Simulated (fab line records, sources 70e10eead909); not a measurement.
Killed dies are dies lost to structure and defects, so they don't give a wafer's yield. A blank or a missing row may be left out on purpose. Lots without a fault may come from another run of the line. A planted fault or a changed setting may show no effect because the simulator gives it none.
A struck lot beside a sound one | flow nand_harc | 14 steps out of a route of 1159
Sound: wafers L456.2, L456.3, L456.6. Struck: wafers L466.1, L466.3, L466.6. The cause comes at the end.
At each step with rows: each side's tool, then ch and its chambers, then its first start. Under that, the readings that differ: sound wafers | struck wafers | difference of the means | sigmas: that difference in standard deviations of wafers without a fault.
alike: readings whose means differ by less than 2 such deviations, and words and numbers that are the same on both sides. not compared: withheld readings, readings that some wafer has no value for, bounds like >300 that may hide the same value, and numbers for which the record gives no deviation and whose values overlap.
The two part at a step that has a row with sigmas, a row that says differs or no value, or rows on one side only. Numbers that don't overlap but have no deviation are shown without sigmas and don't part them. A reading that every wafer of one side lacks parts them only if that side has two wafers or more.

first, 5 steps without rows for these wafers: NHARC_P_GATE_STRIP_15 (strips in SPM, time 780 s); NHARC_P_GATE_PRECLEAN_71 (cleans in SC1); NHARC_P_GATE_SRD_72; NHARC_P_GATE_OXIDE_16 (material SiO2, target thk 3 nm, ox time 392 s); NHARC_P_GATE_CVD_17 (deposits poly-Si, target thk 150 nm, time 900 s).
NHARC_P_GATE_HM_DEP_102: deposits aC, target thk 120 nm.
  sound on acl_dep-03 ch 0, day 5 18:59; struck on acl_dep-02 ch 0, day 8 13:26
  alike: throttle_valve_pct
NHARC_P_GATE_DEP_103: deposits SiON, target thk 30 nm.
  sound on pecvd-04 ch 1,2, day 5 19:35; struck on pecvd-02 ch 0,1,2, day 8 14:07
  alike: heater_power_w
then, 5 steps without rows for these wafers: NHARC_P_GATE_DEHYDRATE_18 (time 120 s); NHARC_P_GATE_HMDS_19 (time 30 s); NHARC_P_GATE_COAT_20 (resist thk 90 nm); NHARC_P_GATE_SOFTBAKE_21 (time 55 s); NHARC_P_GATE_EBR_22.
NHARC_P_GATE_EXPOSE_23: exposes mask P GATE, target cd 120 nm.
  sound on arfi_scanner-03 ch 0, day 5 20:08; struck on arfi_scanner-01, day 8 14:31
  no value came back on the struck wafers for exposure_dose_mJ_cm2, focus_offset_nm (nm); on the sound wafers exposure_dose_mJ_cm2 reads 93.93 93.92 93.86
  alike: mask
then, 1 step without rows for these wafers: NHARC_P_GATE_PEB_24 (peb time 65 s).

WHERE THEY PART
Only at NHARC_P_GATE_EXPOSE_23, within this record.

WHY: what the simulator had put in
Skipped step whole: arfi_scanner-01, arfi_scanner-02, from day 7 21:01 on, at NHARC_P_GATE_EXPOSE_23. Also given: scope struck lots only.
